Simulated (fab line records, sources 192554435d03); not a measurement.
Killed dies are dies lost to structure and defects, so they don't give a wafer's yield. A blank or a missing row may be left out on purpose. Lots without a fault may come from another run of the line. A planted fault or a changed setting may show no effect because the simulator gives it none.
Chamber matching | flow n5_finfet | N5_HKMG_FIN_ALD_71 on ald_metal-02: 4 sister chambers
The step deposits TiN, target thk 1 nm, pulse time 1 s, purge time 3 s. 16 wafers are shown with their chamber, then 8 later ones without.

WAFERS WITH THEIR CHAMBER
wafer  | chamber | heater_power_w (W) | precursor_pulse_height_rel
L075.1 | 3       | 660                | 1.039
L075.4 | 2       | 990                | 0.977
L075.6 | 0       | 1023               | 1.029
L077.4 | 1       | 657                | 1.014
L077.5 | 2       | 1020               | 1.037
L077.6 | 1       | 661                | 1.004
L079.1 | 3       | 671                | 0.939
L079.2 | 1       | 650                | 0.995
L079.3 | 0       | 979                | 1.010
L083.1 | 2       | 1011               | 0.987
L083.3 | 3       | 663                | 1.006
L083.4 | 1       | 651                | 0.989
L088.3 | 2       | 1004               | 1.020
L088.4 | 1       | 650                | 1.035
L088.5 | 0       | 1013               | 1.001
L090.1 | 3       | 678                | 0.980

SIGNATURES (means of the wafers above)
reading                    | chamber 0 | chamber 1 | chamber 2 | chamber 3 | scatter within a chamber
heater_power_w             | 1005.00   | 653.80    | 1006.25   | 668.00    | 12.4
precursor_pulse_height_rel | 1.01333   | 1.00740   | 1.00525   | 0.99100   | 0.028
Rule: a wafer's distance from a chamber is the root of the sum, over the readings, of the square of ((its reading less the chamber's mean) divided by the reading's scatter). The wafer belongs to the nearest chamber; if the next one is less than 2 further off, it can't be placed. The scatter: the root of (the sum of the squares of (reading less its chamber's mean) over the shown wafers, divided by (wafers less chambers)).

WAFERS WITHOUT THEIR CHAMBER
wafer  | heater_power_w (W) | precursor_pulse_height_rel
L090.2 | 634                | 1.011
L090.3 | 1018               | 0.999
L095.1 | 1020               | 0.986
L095.4 | 638                | 1.017
L095.6 | 1016               | 1.015
L096.1 | 995                | 0.981
L096.4 | 1000               | 0.988
L096.6 | 1018               | 0.986

WHICH CHAMBER EACH WENT THROUGH
wafer  | from the rows above     | in truth
L090.2 | can't be placed: 1 or 3 | 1
L090.3 | can't be placed: 2 or 0 | 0
L095.1 | can't be placed: 2 or 0 | 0
L095.4 | can't be placed: 1 or 3 | 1
L095.6 | can't be placed: 2 or 0 | 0
L096.1 | can't be placed: 2 or 0 | 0
L096.4 | can't be placed: 2 or 0 | 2
L096.6 | can't be placed: 2 or 0 | 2
Placed correctly: 0 of 8. Can't be placed from these rows: 8 (the true chamber is among the candidates in 8). Placed wrongly: 0.
